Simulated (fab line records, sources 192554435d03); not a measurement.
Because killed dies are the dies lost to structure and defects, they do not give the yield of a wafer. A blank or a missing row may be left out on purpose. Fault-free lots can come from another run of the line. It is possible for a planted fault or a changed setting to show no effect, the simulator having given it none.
fab line records    flow n5_finfet    part 2 of 2: steps 20 to 30 of 30
record: lots: 5  wafers: 15  last_day: 16
route steps=1938 shown HKMG_FIN@397
lots untouched by any fault: they come from a run of this same line in which no faults occurred
start_h: hours from the record's first day to the start of the lot's first wafer shown    wait_h: hours from the lot's prior step to this one    " identical to the entry in the row above    L1.1+2: one row covering several wafers at once    - no value present, or no start provided    * or withheld: withheld    < > ~ a bound
route shown NAME@n: a module of which the file shows steps, and the number in the route of the first    usual: the fault-free wafers' mean and standard deviation    same: alike in all rows    chamber/n: place in a boat    sites: the reading at each site    _std_site: standard deviation across them    _edge_site: the outer-site mean with the inner-site mean subtracted    radius_mm: for every site, how far away it sits from the centre of the wafer    mask NAME#n: copy n    behind: the most recent tool/chamber to have shaped the wafer    hold: reason for holding the lot/hours on hold/outcome of the hold    device: which transistor (n, p or np) failed to switch    end of line: tests run on the same wafers once the route is complete    for a step that has no rows: nothing shown but its recipe    killed: dies that structure and defects cost at the first sort, which is not the same as the wafer's yield    map: shows each die of a wafer: x if killed, . if not, _ if none is there
set.NAME: the setting that was run; set.NAME@STEP: the one run at that earlier step    model.NAME: the simulator's own value behind a step, which no gauge read
lots at selected steps of the route; one table per step, one row per wafer
services: a tool's chamber out of use, with start hour (start_h, from the record's first day; less than 0 if before it), hours out, and reason
== steps ==
step: N5_HKMG_FIN_WET_ETCH_65
recipe: chemistry: TMAH  temp_c: 70  conc_wt_pct: 5  target: a-Si  stop_on: TiN  time_s: 49  target_depth_nm: 3
usual: bath_heat_duty_pct: 13.7/1.4  conc_wt_pct: 5.00/0.05
lot.wafer  tool          chamber  start_h  wait_h  bath_heat_duty_pct  conc_wt_pct
L077.2     wet_bench-01  5        91.35    0.0     11.4                5.00
L077.3     "             1        "        "       12.4                5.03
L077.5     "             0        "        "       14.5                4.97
L087.2     wet_bench-05  2        151.05   0.0     13.1                4.99
L087.3     "             1        "        "       12.5                4.96
L087.6     "             6        "        "       13.9                5.03
L088.1     wet_bench-06  6        160.18   0.0     16.6                4.88
L088.3     "             0        "        "       13.4                4.91
L088.6     "             4        "        "       12.1                4.98
L089.2     wet_bench-06  2        166.75   0.0     15.6                4.86
L089.3     "             3        "        "       14.6                4.99
L089.4     "             7        "        "       17.1                5.00
L090.1     wet_bench-05  4        171.36   0.0     13.5                4.96
L090.2     "             6        "        "       13.3                5.02
L090.5     "             0        "        "       12.7                5.06
step: N5_HKMG_FIN_WET_ETCH_81
recipe: chemistry: SC1  target: TiN  stop_on: HfO2  mix: 1:1:5  temp_c: 60  time_s: 57  target_depth_nm: 6
usual: bath_heat_duty_pct: 10.2/1.1
lot.wafer  tool          chamber  start_h  wait_h  bath_heat_duty_pct
L077.2     wet_bench-01  5        91.37    0.0     9.9
L077.3     "             1        "        "       10.4
L077.5     "             0        "        "       10.6
L087.2     wet_bench-05  2        151.06   0.0     9.3
L087.3     "             1        "        "       8.5
L087.6     "             6        "        "       9.5
L088.1     wet_bench-06  6        160.19   0.0     11.7
L088.3     "             0        "        "       10.3
L088.6     "             4        "        "       8.6
L089.2     wet_bench-06  2        166.76   0.0     10.2
L089.3     "             3        "        "       10.8
L089.4     "             7        "        "       12.2
L090.1     wet_bench-05  4        171.37   0.0     9.6
L090.2     "             6        "        "       9.0
L090.5     "             0        "        "       9.7
step: N5_HKMG_FIN_WET_ETCH_82
recipe: chemistry: dHCl  mix: 1:10000  temp_c: 25  target: La2O3  stop_on: HfO2  target_depth_nm: 2  dry: ipa_marangoni  rinse_time_s: 30  rinse_temp_c: 23
usual: bath_heat_duty_pct: 6.4/0.81
lot.wafer  tool          chamber  start_h  wait_h  bath_heat_duty_pct
L077.2     wet_bench-01  5        91.40    0.0     5.5
L077.3     "             1        "        "       6.6
L077.5     "             0        "        "       6.6
L087.2     wet_bench-05  2        151.09   0.0     6.4
L087.3     "             1        "        "       5.5
L087.6     "             6        "        "       5.9
L088.1     wet_bench-06  6        160.22   0.0     7.1
L088.3     "             0        "        "       7.1
L088.6     "             4        "        "       5.8
L089.2     wet_bench-06  2        166.80   0.0     6.2
L089.3     "             3        "        "       7.3
L089.4     "             7        "        "       7.8
L090.1     wet_bench-05  4        171.40   0.0     6.7
L090.2     "             6        "        "       7.0
L090.5     "             0        "        "       5.7
step: N5_HKMG_FIN_ALD_36
recipe: material: TiN  target_thk_a: 10  temp_c: 400  ald_precursor_family: TiCl4  ald_co_reactant: NH3  pulse_time_s: 1  purge_time_s: 3  co_reactant_purge_time_s: 2  co_reactant_pulse_time_s: 2  ald_cycles: 47  pressure_torr: 3
usual: heater_power_w: 937/100  precursor_pulse_height_rel: 0.998/0.02
same: ald_cycles: 47  pulse_time_s: 1  purge_time_s: 3
lot.wafer  tool          chamber  start_h  wait_h  heater_power_w  precursor_pulse_height_rel
L077.2     ald_metal-04  3        91.46    0.0     1015            0.978
L077.3     "             0        "        "       843             0.983
L077.5     "             0        "        "       814             0.975
L087.2     ald_metal-03  1        151.15   0.0     1040            0.959
L087.3     "             0        "        "       754             1.048
L087.6     "             1        "        "       1030            0.959
L088.1     ald_metal-01  3        160.28   0.0     877             0.959
L088.3     "             0        "        "       851             1.019
L088.6     "             2        "        "       1044            1.011
L089.2     ald_metal-04  0        166.86   0.0     844             0.994
L089.3     "             1        "        "       971             0.997
L089.4     "             2        "        "       1010            0.966
L090.1     ald_metal-03  0        171.46   0.0     720             0.993
L090.2     "             2        "        "       909             0.995
L090.5     "             0        "        "       731             0.991
step: N5_HKMG_FIN_THK_MEAS_70
recipe: thk_meas_gauge: xrf  reads: HfO2_of_HKMG_FIN_HK_ALD_01
usual: HK_THK: 1.616/0.02
lot.wafer  tool           chamber  start_h  wait_h  HK_THK[nm]
L077.2     film_metro-01  -        91.74    0.2     1.636
L077.3     "              -        "        "       1.600
L077.5     "              -        "        "       1.621
L087.2     film_metro-02  -        151.43   0.2     1.612
L087.3     "              -        "        "       1.607
L087.6     "              -        "        "       1.616
L088.1     film_metro-02  -        160.56   0.2     1.595
L088.3     "              -        "        "       1.597
L088.6     "              -        "        "       1.610
L089.2     film_metro-02  -        167.14   0.2     1.619
L089.3     "              -        "        "       1.618
L089.4     "              -        "        "       1.666
L090.1     film_metro-02  -        171.74   0.2     1.621
L090.2     "              -        "        "       1.600
L090.5     "              -        "        "       1.645
step: N5_HKMG_FIN_PWFM_ALD_03
recipe: material: TiN  target_thk_a: 20  temp_c: 400  ald_precursor_family: TiCl4  ald_co_reactant: NH3  pulse_time_s: 1  purge_time_s: 3  co_reactant_purge_time_s: 2  co_reactant_pulse_time_s: 2  ald_cycles: 91  pressure_torr: 3
usual: heater_power_w: 946/97  precursor_pulse_height_rel: 1.000/0.019
same: ald_cycles: 91  pulse_time_s: 1  purge_time_s: 3
lot.wafer  tool          chamber  start_h  wait_h  heater_power_w  precursor_pulse_height_rel
L077.2     ald_metal-04  2        91.78    0.0     1030            0.992
L077.3     "             0        "        "       857             0.950
L077.5     "             1        "        "       957             1.024
L087.2     ald_metal-01  2        151.47   0.0     1077            0.966
L087.3     "             1        "        "       858             0.997
L087.6     "             0        "        "       864             0.994
L088.1     ald_metal-04  2        160.60   0.0     1021            0.996
L088.3     "             0        "        "       847             1.008
L088.6     "             2        "        "       1040            1.027
L089.2     ald_metal-03  2        167.17   0.0     905             1.036
L089.3     "             1        "        "       1068            0.969
L089.4     "             3        "        "       1001            0.974
L090.1     ald_metal-04  0        171.78   0.0     839             0.992
L090.2     "             1        "        "       949             1.011
L090.5     "             3        "        "       1058            0.984
step: N5_HKMG_FIN_COAT_29
recipe: resist: SOC  temp_c: 250  time_s: 60  spin_rpm: 1500  resist_thk_nm: 300
usual: plate_temp_C: 249.97/0.17
lot.wafer  tool            chamber  start_h  wait_h  plate_temp_C
L077.2     litho_track-03  0        92.25    0.2     249.77
L077.3     "               0        "        "       249.92
L077.5     "               0        "        "       249.90
L087.2     litho_track-04  0        151.94   0.3     250.04
L087.3     "               0        "        "       249.99
L087.6     "               0        "        "       250.05
L088.1     litho_track-04  0        161.07   0.2     250.33
L088.3     "               0        "        "       250.03
L088.6     "               0        "        "       250.03
L089.2     litho_track-04  0        167.64   0.2     249.68
L089.3     "               0        "        "       250.03
L089.4     "               0        "        "       249.93
L090.1     litho_track-05  0        172.25   0.2     250.17
L090.2     "               0        "        "       250.15
L090.5     "               0        "        "       249.96
step: N5_HKMG_FIN_COAT_30
recipe: resist: SiARC  temp_c: 220  time_s: 60  spin_rpm: 1500  resist_thk_nm: 35
usual: plate_temp_C: 219.99/0.16
lot.wafer  tool            chamber  start_h  wait_h  plate_temp_C
L077.2     litho_track-03  0        -        -       220.02
L077.3     "               0        "        "       219.97
L077.5     "               0        "        "       219.93
L087.2     litho_track-04  0        -        -       220.10
L087.3     "               0        "        "       219.86
L087.6     "               0        "        "       220.24
L088.1     litho_track-04  0        -        -       220.12
L088.3     "               0        "        "       219.98
L088.6     "               0        "        "       219.88
L089.2     litho_track-04  0        -        -       220.40
L089.3     "               0        "        "       220.25
L089.4     "               0        "        "       219.96
L090.1     litho_track-05  0        -        -       219.73
L090.2     "               0        "        "       219.78
L090.5     "               0        "        "       219.76
step: N5_HKMG_FIN_COAT_06
recipe: resist: CAR-ArF  spin_rpm: 1500  resist_thk_nm: 90
lot.wafer   tool            chamber  start_h  wait_h
L077.2+3+5  litho_track-03  0        -        -
L087.2+3+6  litho_track-04  0        -        -
L088.1+3+6  litho_track-04  0        -        -
L089.2+3+4  litho_track-04  0        -        -
L090.1+2+5  litho_track-05  0        -        -
step: N5_HKMG_FIN_EBR_08
recipe: solvent: PGMEA  ebr_width_mm: 1.5
lot.wafer   tool            chamber  start_h  wait_h
L077.2+3+5  litho_track-03  0        -        -
L087.2+3+6  litho_track-04  0        -        -
L088.1+3+6  litho_track-04  0        -        -
L089.2+3+4  litho_track-04  0        -        -
L090.1+2+5  litho_track-05  0        -        -
step: N5_HKMG_FIN_SOFTBAKE_07
recipe: temp_c: 110  time_s: 60  resist: CAR-ArF
usual: plate_temp_C: 109.99/0.12
lot.wafer  tool            chamber  start_h  wait_h  plate_temp_C
L077.2     litho_track-03  0        -        -       109.82
L077.3     "               0        "        "       109.99
L077.5     "               0        "        "       109.89
L087.2     litho_track-04  0        -        -       109.82
L087.3     "               0        "        "       110.01
L087.6     "               0        "        "       109.94
L088.1     litho_track-04  0        -        -       110.02
L088.3     "               0        "        "       109.86
L088.6     "               0        "        "       109.87
L089.2     litho_track-04  0        -        -       110.00
L089.3     "               0        "        "       110.13
L089.4     "               0        "        "       109.71
L090.1     litho_track-05  0        -        -       110.04
L090.2     "               0        "        "       110.15
L090.5     "               0        "        "       110.11
== services ==
tool             chamber  start_h  hours  kind
ald_metal-03     -        71.36    8.7    pm
plasma_asher-01  -        75.48    0.7    repair
ald_metal-04     1        75.53    8.0    repair
litho_track-04   -        86.76    -      consumable_replace:filter
rie_diel-05      2        90.55    4.2    repair
ald_metal-04     2        99.21    25.3   repair
rie_diel-06      0        107.86   29.5   repair
rie_diel-05      2        112.56   7.4    repair
ald_metal-01     2        118.96   10.5   repair
ald_metal-04     -        124.50   0.8    repair
rie_diel-05      3        134.08   65.0   repair
plasma_asher-01  -        149.21   9.0    repair
plasma_asher-02  -        150.35   2.0    repair
rtp_anneal-01    -        159.41   5.1    pm
ald_metal-01     -        161.44   8.7    pm
